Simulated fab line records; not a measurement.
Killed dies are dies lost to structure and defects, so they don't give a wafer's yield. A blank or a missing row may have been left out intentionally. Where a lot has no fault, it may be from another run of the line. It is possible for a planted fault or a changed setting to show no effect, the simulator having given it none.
Which tool was responsible? / flow n5Finfet / Sampling: 14 lots, 41 wafers, 3 of 1938 route steps

## WHAT THE GAUGES READ, wafer by wafer
N5_BEOL_M10_INSPECT_58: inspects for defects (darkfield). Usual: rawDefectCount reads 81 (standard deviation 27).
lot=L716; measured=day 11 09:14; on=defectInspect-02; rawDefectCount=96 121 83; flag=
lot=L719; measured=day 11 20:28; on=defectInspect-02; rawDefectCount=91 80 72; flag=
lot=L717; measured=day 12 05:16; on=defectInspect-02; rawDefectCount=78 106 63; flag=
lot=L720; measured=day 13 01:17; on=defectInspect-02; rawDefectCount=67 96 60; flag=
lot=L722; measured=day 13 07:26; on=defectInspect-02; rawDefectCount=87 57 67; flag=
lot=L721; measured=day 13 14:44; on=defectInspect-01; rawDefectCount=109 108 65; flag=
lot=L724; measured=day 13 19:03; on=defectInspect-01; rawDefectCount=58 68 73; flag=
lot=L723; measured=day 14 18:34; on=defectInspect-01; rawDefectCount=54 53 85; flag=
lot=L728; measured=day 14 20:53; on=defectInspect-02; rawDefectCount=137 94; flag=
lot=L727; measured=day 14 23:55; on=defectInspect-01; rawDefectCount=131 92 113; flag=
lot=L731; measured=day 16 00:45; on=defectInspect-02; rawDefectCount=95 99 109; flag=
lot=L734; measured=day 16 05:54; on=defectInspect-02; rawDefectCount=111 84 178; flag=
lot=L735; measured=day 16 10:21; on=defectInspect-02; rawDefectCount=98 49 68; flag=
lot=L736; measured=day 17 07:14; on=defectInspect-01; rawDefectCount=74 82 74; flag=

N5_BEOL_M11_CD_MEAS_28: the cd target is 70 nm. Usual: cdNm reads 70.0 nm (standard deviation 0.89).
lot=L716; measured=day 11 17:32; on=cdSem-03; cdNm (nm)=69.3 69.9 70.1; flag=
lot=L719; measured=day 12 01:20; on=cdSem-01; cdNm (nm)=68.9 69.3 68.0; flag=
lot=L717; measured=day 12 09:41; on=cdSem-01; cdNm (nm)=71.2 70.2 71.5; flag=
lot=L720; measured=day 13 07:35; on=cdSem-03; cdNm (nm)=70.7 71.9 71.6; flag=
lot=L722; measured=day 13 11:33; on=cdSem-02; cdNm (nm)=69.3 70.4 69.6; flag=
lot=L721; measured=day 13 18:55; on=cdSem-02; cdNm (nm)=71.6 71.8 71.4; flag=
lot=L724; measured=day 14 00:38; on=cdSem-03; cdNm (nm)=69.5 69.1 69.2; flag=
lot=L723; measured=day 14 21:58; on=cdSem-02; cdNm (nm)=70.7 71.6 70.9; flag=
lot=L728; measured=day 15 02:07; on=cdSem-01; cdNm (nm)=- -; flag=OFF
lot=L727; measured=day 15 06:46; on=cdSem-01; cdNm (nm)=- - -; flag=OFF
lot=L731; measured=day 16 05:11; on=cdSem-03; cdNm (nm)=69.0 68.6 69.0; flag=
lot=L734; measured=day 16 12:28; on=cdSem-02; cdNm (nm)=69.8 68.9 70.3; flag=
lot=L735; measured=day 16 16:16; on=cdSem-03; cdNm (nm)=70.2 69.2 70.1; flag=
lot=L736; measured=day 17 11:05; on=cdSem-01; cdNm (nm)=69.4 68.8 69.4; flag=

## WHAT TOOL EACH LOT RAN ON (gives the tool, then ch and the chambers of the sampled wafers, and finally the start)
lot=L716; N5_BEOL_M11_EXPOSE_25=arfiScanner-01 ch 0, day 11 17:24
lot=L719; N5_BEOL_M11_EXPOSE_25=arfiScanner-01 ch 0, day 12 01:13
lot=L717; N5_BEOL_M11_EXPOSE_25=arfiScanner-02 ch 0, day 12 09:34
lot=L720; N5_BEOL_M11_EXPOSE_25=arfiScanner-02 ch 0, day 13 07:27
lot=L722; N5_BEOL_M11_EXPOSE_25=arfiScanner-01 ch 0, day 13 11:25
lot=L721; N5_BEOL_M11_EXPOSE_25=arfiScanner-03 ch 0, day 13 18:46
lot=L724; N5_BEOL_M11_EXPOSE_25=arfiScanner-03 ch 0, day 14 00:31
lot=L723; N5_BEOL_M11_EXPOSE_25=arfiScanner-02 ch 0, day 14 21:50
lot=L728; N5_BEOL_M11_EXPOSE_25=arfiScanner-01, day 15 01:59
lot=L727; N5_BEOL_M11_EXPOSE_25=arfiScanner-01, day 15 06:38
lot=L731; N5_BEOL_M11_EXPOSE_25=arfiScanner-03 ch 0, day 16 05:04
lot=L734; N5_BEOL_M11_EXPOSE_25=arfiScanner-01 ch 0, day 16 12:19
lot=L735; N5_BEOL_M11_EXPOSE_25=arfiScanner-01 ch 0, day 16 16:08
lot=L736; N5_BEOL_M11_EXPOSE_25=arfiScanner-03 ch 0, day 17 10:58
- N5_BEOL_M11_EXPOSE_25: exposes mask V10.

## WHAT THE TOOLS THEMSELVES READ (means of the sampled wafers that have a number; where no wafer has one, the mark that the record gives instead)
N5_BEOL_M11_EXPOSE_25. Usual: exposureDoseMJCm2 85.49, standard deviation 0.079; focusOffsetNm 0.1 nm, standard deviation 0.48.
lot=L716; tool=arfiScanner-01; exposureDoseMJCm2=85.49; focusOffsetNm (nm)=0.0; flag=
lot=L719; tool=arfiScanner-01; exposureDoseMJCm2=85.50; focusOffsetNm (nm)=-0.1; flag=
lot=L717; tool=arfiScanner-02; exposureDoseMJCm2=85.51; focusOffsetNm (nm)=0.2; flag=
lot=L720; tool=arfiScanner-02; exposureDoseMJCm2=85.41; focusOffsetNm (nm)=-0.1; flag=
lot=L722; tool=arfiScanner-01; exposureDoseMJCm2=85.43; focusOffsetNm (nm)=0.2; flag=
lot=L721; tool=arfiScanner-03; exposureDoseMJCm2=85.51; focusOffsetNm (nm)=0.1; flag=
lot=L724; tool=arfiScanner-03; exposureDoseMJCm2=85.43; focusOffsetNm (nm)=0.1; flag=
lot=L723; tool=arfiScanner-02; exposureDoseMJCm2=85.46; focusOffsetNm (nm)=0.4; flag=
lot=L728; tool=arfiScanner-01; exposureDoseMJCm2=-; focusOffsetNm (nm)=-; flag=OFF
lot=L727; tool=arfiScanner-01; exposureDoseMJCm2=-; focusOffsetNm (nm)=-; flag=OFF
lot=L731; tool=arfiScanner-03; exposureDoseMJCm2=85.49; focusOffsetNm (nm)=0.2; flag=
lot=L734; tool=arfiScanner-01; exposureDoseMJCm2=85.43; focusOffsetNm (nm)=0.0; flag=
lot=L735; tool=arfiScanner-01; exposureDoseMJCm2=85.59; focusOffsetNm (nm)=-0.1; flag=
lot=L736; tool=arfiScanner-03; exposureDoseMJCm2=85.41; focusOffsetNm (nm)=0.2; flag=

## THE ANSWER, worked out from the rows above alone
Rule: a lot is off if the mean of its wafers that have a number lies more than 3 standard deviations from the usual mean. Also off: a lot with no number at a reading for which 4 or more lots have one. All remaining lots with rows at the step are treated as sound. First the gauges in route order, then the tools' own readings, where a lot's mean is used as printed above. The first step at which some lot is off is used, and at that step the reading that is off furthest; a lot without a number counts as furthest.
Off at N5_BEOL_M11_CD_MEAS_28 (cdNm): L728, L727. Without a number there: L728, L727.
A tool fits if, at a process step before that reading, it ran every lot that is off, and no sound lot after the first of them. The gauges at N5_BEOL_M11_CD_MEAS_28 aren't tried: what is off there is off at N5_BEOL_M11_EXPOSE_25 too, on other tools, and a gauge's error can't cause that. None of those tried fits.

## WHAT THE SIMULATOR PUT IN
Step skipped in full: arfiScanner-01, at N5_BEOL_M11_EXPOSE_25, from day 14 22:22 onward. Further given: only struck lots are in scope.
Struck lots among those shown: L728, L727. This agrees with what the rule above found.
